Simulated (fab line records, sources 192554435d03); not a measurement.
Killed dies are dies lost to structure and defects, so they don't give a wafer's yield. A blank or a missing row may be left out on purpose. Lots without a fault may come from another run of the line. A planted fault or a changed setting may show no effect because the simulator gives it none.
fab line records | flow n5_finfet
record lots=11 wafers=31 last_day=18
route steps=1938 shown ZERO_LAYER@19 WELL_APT@44 PMOS_HMC_CHANNEL_EPI@58 BEOL_M4@1111
lots that met no fault: from a run of the same line without faults
start_h: hours from the record's first day to the start of the lot's first wafer shown | wait_h: hours since the lot's step before | " the same as in the row above | L1.1+2: a row that stands for several wafers | - no value, or no start given | * or withheld: withheld | < > ~ a bound
route shown NAME@n: a module of which the file shows steps, and the number in the route of the first | usual: mean/standard deviation of fault-free wafers | same: alike in all rows | chamber/n: place in a boat | sites: the reading at each site | _std_site: their standard deviation | _edge_site: outer sites' mean less inner sites' | radius_mm: how far each site lies from the wafer's centre | mask NAME#n: copy n | behind: the tool/chamber that last shaped the wafer | hold: why the lot was held/for how many hours/how that ended | device: the transistor (n, p or np) that didn't switch | end of line: the same wafers' tests at the end of the route | a step without rows: its recipe alone | killed: dies lost to structure and defects at the first sort, not the wafer's yield | map: a wafer's dies, x killed, . not, _ none there
set.NAME: the setting as run; set.NAME@STEP: as run at that earlier step | model.NAME: the simulator's own value behind a step, which no gauge read
steps of the route over a sample of lots; a table a step, a row a wafer
services: from which hour (start_h, from the record's first day; less than 0 if before it) a tool's chamber was out of use, for how many hours, and why
## steps
# step N5_ZERO_LAYER_INSPECT_20
# recipe inspect_instrument=darkfield mode=post_clean
# usual raw_defect_count=40/17
# columns lot.wafer tool chamber start_h wait_h raw_defect_count
L876.4 defect_inspect-02 - 13.38 0.0 60
L876.5 " - " " 22
L876.6 " - " " 32
L879.3 defect_inspect-01 - 31.38 0.0 32
L879.4 " - " " 62
L879.5 " - " " 70
L881.1 defect_inspect-02 - 43.38 0.0 17
L881.3 " - " " 30
L881.4 " - " " 33
L883.2 defect_inspect-01 - 55.26 0.0 44
L883.3 " - " " 23
L883.6 " - " " 28
L885.5 defect_inspect-02 - 67.36 0.0 50
L885.6 " - " " 31
L887.1 defect_inspect-01 - 79.55 0.0 47
L887.5 " - " " 25
L889.1 defect_inspect-02 - 91.26 0.0 21
L889.5 " - " " 17
L889.6 " - " " 29
L891.3 defect_inspect-01 - 103.48 0.0 30
L891.5 " - " " 20
L891.6 " - " " 34
L893.2 defect_inspect-01 - 115.38 0.0 22
L893.3 " - " " 40
L893.5 " - " " 48
L896.3 defect_inspect-01 - 133.42 0.0 43
L896.4 " - " " 41
L896.6 " - " " 49
L899.3 defect_inspect-02 - 152.15 0.0 34
L899.4 " - " " 48
L899.6 " - " " 46
# step N5_WELL_APT_OVL_MEAS_26
# recipe points_per_wafer=44
# usual PWELL_OVL=-2/5.3
# columns lot.wafer tool chamber start_h wait_h PWELL_OVL[nm]
L876.4 overlay-02 0 15.13 0.0 -1
L876.5 " 0 " " -11
L876.6 " 0 " " -7
L879.3 overlay-01 0 33.09 0.0 1
L879.4 " 0 " " -6
L879.5 " 0 " " 2
L881.1 overlay-02 0 45.11 0.0 -14
L881.3 " 0 " " -9
L881.4 " 0 " " -11
L883.2 overlay-02 0 57.34 0.0 -9
L883.3 " 0 " " -1
L883.6 " 0 " " -6
L885.5 overlay-02 0 68.93 0.0 0
L885.6 " 0 " " -7
L887.1 overlay-02 0 81.16 0.0 -5
L887.5 " 0 " " 2
L889.1 overlay-01 0 92.84 0.0 0
L889.5 " 0 " " 4
L889.6 " 0 " " 2
L891.3 overlay-02 0 105.23 0.0 0
L891.5 " 0 " " 0
L891.6 " 0 " " 2
L893.2 overlay-01 0 116.96 0.0 -3
L893.3 " 0 " " -4
L893.5 " 0 " " -4
L896.3 overlay-02 0 135.14 0.0 0
L896.4 " 0 " " 7
L896.6 " 0 " " 4
L899.3 overlay-01 0 153.61 0.0 -8
L899.4 " 0 " " -8
L899.6 " 0 " " -9
# step N5_PMOS_HMC_CHANNEL_EPI_COAT_31
# recipe resist=BARC temp_c=205 time_s=60 spin_rpm=1500 resist_thk_nm=66
# usual spin_speed_rpm=1500.0/0.87
# columns lot.wafer tool chamber start_h wait_h spin_speed_rpm
L876.4 litho_track-04 0 17.07 0.0 1498.9
L876.5 " 0 " " 1500.4
L876.6 " 0 " " 1499.8
L879.3 litho_track-02 0 36.18 0.0 1499.6
L879.4 " 0 " " 1500.6
L879.5 " 0 " " 1501.5
L881.1 litho_track-03 0 47.70 0.1 1501.5
L881.3 " 0 " " 1498.7
L881.4 " 0 " " 1500.8
L883.2 litho_track-02 0 59.13 0.0 1499.8
L883.3 " 0 " " 1498.5
L883.6 " 0 " " 1498.8
L885.5 litho_track-02 0 70.96 0.0 1500.6
L885.6 " 0 " " 1500.9
L887.1 litho_track-04 0 83.48 0.0 1500.1
L887.5 " 0 " " 1499.8
L889.1 litho_track-02 0 94.94 0.0 1639.7
L889.5 " 0 " " 1638.0
L889.6 " 0 " " 1637.7
L891.3 litho_track-02 0 107.31 0.0 1639.5
L891.5 " 0 " " 1639.6
L891.6 " 0 " " 1639.4
L893.2 litho_track-04 0 118.90 0.0 1498.7
L893.3 " 0 " " 1500.9
L893.5 " 0 " " 1499.7
L896.3 litho_track-03 0 137.12 0.0 1501.0
L896.4 " 0 " " 1499.3
L896.6 " 0 " " 1500.1
L899.3 litho_track-04 0 155.60 0.0 1499.4
L899.4 " 0 " " 1501.3
L899.6 " 0 " " 1499.4
# step N5_PMOS_HMC_CHANNEL_EPI_THK_MEAS_22
# recipe reads=SiGe30_of_PMOS_HMC_CHANNEL_EPI_EPI_20
# usual HMC_CMP_THK=54.8/1.2
# columns lot.wafer tool chamber start_h wait_h HMC_CMP_THK[nm]
L876.4 film_metro-01 - 19.64 - 51.9
L876.5 " - " " 52.4
L876.6 " - " " 53.0
L879.3 film_metro-01 - 39.32 - 53.0
L879.4 " - " " 54.1
L879.5 " - " " 53.4
L881.1 film_metro-01 - 50.67 - 56.4
L881.3 " - " " 55.3
L881.4 " - " " 54.9
L883.2 film_metro-01 - 62.55 - 56.9
L883.3 " - " " 55.1
L883.6 " - " " 55.8
L885.5 film_metro-02 - 73.70 - 54.6
L885.6 " - " " 54.3
L887.1 film_metro-02 - 86.34 - 53.8
L887.5 " - " " 54.5
L889.1 film_metro-01 - 97.91 - 55.9
L889.5 " - " " 56.9
L889.6 " - " " 56.3
L891.3 film_metro-02 - 110.28 - 55.4
L891.5 " - " " 54.7
L891.6 " - " " 55.1
L893.2 film_metro-02 - 121.62 - 53.6
L893.3 " - " " 53.0
L893.5 " - " " 53.8
L896.3 film_metro-01 - 140.66 - 53.8
L896.4 " - " " 53.9
L896.6 " - " " 53.8
L899.3 film_metro-02 - 158.78 - 55.8
L899.4 " - " " 56.4
L899.6 " - " " 55.0
# step N5_BEOL_M4_RC_MEAS_101
# usual DIBL_N=37.0/2.3 DIBL_P=37.3/2.8 IOFF_N=0.17/0.046 IOFF_P=0.23/0.054 ION_N=675/14 ION_P=460/9.3 SS_N=71.7/0.73 SS_P=73.6/0.95 VT_N=249/3.9 VT_P=-250/3.9
# columns lot.wafer tool chamber start_h wait_h DIBL_N[mV/V] DIBL_P[mV/V] IOFF_N[nA/um] IOFF_P[nA/um] ION_N[uA/um] ION_P[uA/um] SS_N[mV/dec] SS_P[mV/dec] VT_N[mV] VT_P[mV]
L876.4 prober-02 0 167.30 0.5 40.3 40.9 0.23 0.31 680 471 72.2 74.8 243 -246
L876.5 " 0 " " 37.1 35.4 0.15 0.21 676 464 71.3 73.7 251 -251
L876.6 " 0 " " 43.8 44.8 0.36 0.42 712 478 73.7 76.2 240 -243
L879.3 prober-02 0 190.91 0.3 37.5 37.8 0.18 0.19 682 454 72.0 73.1 248 -252
L879.4 " 0 " " 36.0 36.8 0.16 0.18 676 453 71.0 73.5 249 -254
L879.5 " 0 " " 41.5 43.3 0.27 0.28 694 461 73.1 75.4 244 -246
L881.1 prober-01 0 201.22 0.0 36.5 38.2 0.19 0.25 691 469 72.1 73.1 246 -247
L881.3 " 0 " " 34.8 36.0 0.14 0.21 653 455 71.9 71.4 251 -248
L881.4 " 0 " " 40.1 43.2 0.28 0.37 701 483 72.7 74.5 242 -242
L883.2 prober-01 0 209.41 0.2 38.8 39.2 0.20 0.20 683 455 72.3 74.2 248 -256
L883.3 " 0 " " 38.9 40.6 0.21 0.22 690 460 72.4 74.7 246 -253
L883.6 " 0 " " 37.1 38.9 0.19 0.21 679 456 71.8 74.2 247 -255
L885.5 prober-02 0 222.87 0.6 35.7 35.0 0.15 0.23 677 468 71.5 73.0 250 -246
L885.6 " 0 " " 41.2 42.4 0.27 0.37 700 473 73.1 74.4 244 -243
L887.1 prober-01 0 235.41 0.0 37.4 35.9 0.17 0.19 670 458 71.4 73.9 247 -251
L887.5 " 0 " " 37.1 36.5 0.15 0.20 650 450 71.0 72.9 252 -251
L889.1 prober-02 0 250.89 0.0 36.1 38.2 0.19 0.28 668 459 71.0 74.4 243 -245
L889.5 " 0 " " 33.9 34.1 0.14 0.21 673 458 70.5 72.7 251 -250
L889.6 " 0 " " 37.1 38.5 0.23 0.30 694 469 71.8 74.5 241 -245
L891.3 prober-01 0 275.61 0.3 36.8 37.9 0.16 0.22 677 459 71.4 72.9 249 -250
L891.5 " 0 " " 39.9 41.1 0.19 0.27 679 466 72.4 74.2 248 -249
L891.6 " 0 " " 36.6 36.6 0.16 0.19 673 457 71.0 73.1 248 -252
L893.2 prober-02 0 286.35 0.2 33.5 30.7 0.10 0.13 640 440 71.0 72.3 257 -258
L893.3 " 0 " " 36.2 35.0 0.14 0.18 664 452 71.2 73.1 250 -254
L893.5 " 0 " " 37.3 35.0 0.16 0.18 666 448 72.1 73.3 250 -253
L896.3 prober-01 0 302.09 0.3 38.3 39.4 0.20 0.24 673 456 71.8 73.6 247 -251
L896.4 " 0 " " 36.8 38.0 0.17 0.21 671 455 72.3 72.9 250 -252
L896.6 " 0 " " 37.2 38.0 0.18 0.22 666 455 71.8 73.7 248 -250
L899.3 prober-01 0 318.13 0.3 37.3 38.5 0.16 0.18 675 450 72.0 74.2 252 -257
L899.4 " 0 " " 37.0 38.7 0.17 0.18 675 449 71.9 73.9 251 -256
L899.6 " 0 " " 33.1 34.3 0.10 0.13 656 445 70.3 72.1 256 -258
## services
# columns tool chamber start_h hours kind
litho_track-02 - 111.51 - consumable_replace:filter
litho_track-02 - 135.69 - consumable_replace:filter
## key
first_sign step=N5_PMOS_HMC_CHANNEL_EPI_COAT_31 reading=spin_speed_rpm direction=up sigmas=99+ usual=* struck=*
effect none on later readings
met_at N5_PMOS_HMC_CHANNEL_EPI_COAT_31
struck_lots L889,L891
not_acting_at N5_ZERO_LAYER_INSPECT_20,N5_WELL_APT_OVL_MEAS_26,N5_PMOS_HMC_CHANNEL_EPI_THK_MEAS_22
onset_between 70.96 94.94
fault kind=process_parameter_drift tool=litho_track-02 chamber=- onset_h=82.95 steps=N5_PMOS_HMC_CHANNEL_EPI_COAT_31 channel=spin_rpm offset=* shape=step end_h=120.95 acts_in=* stated=*
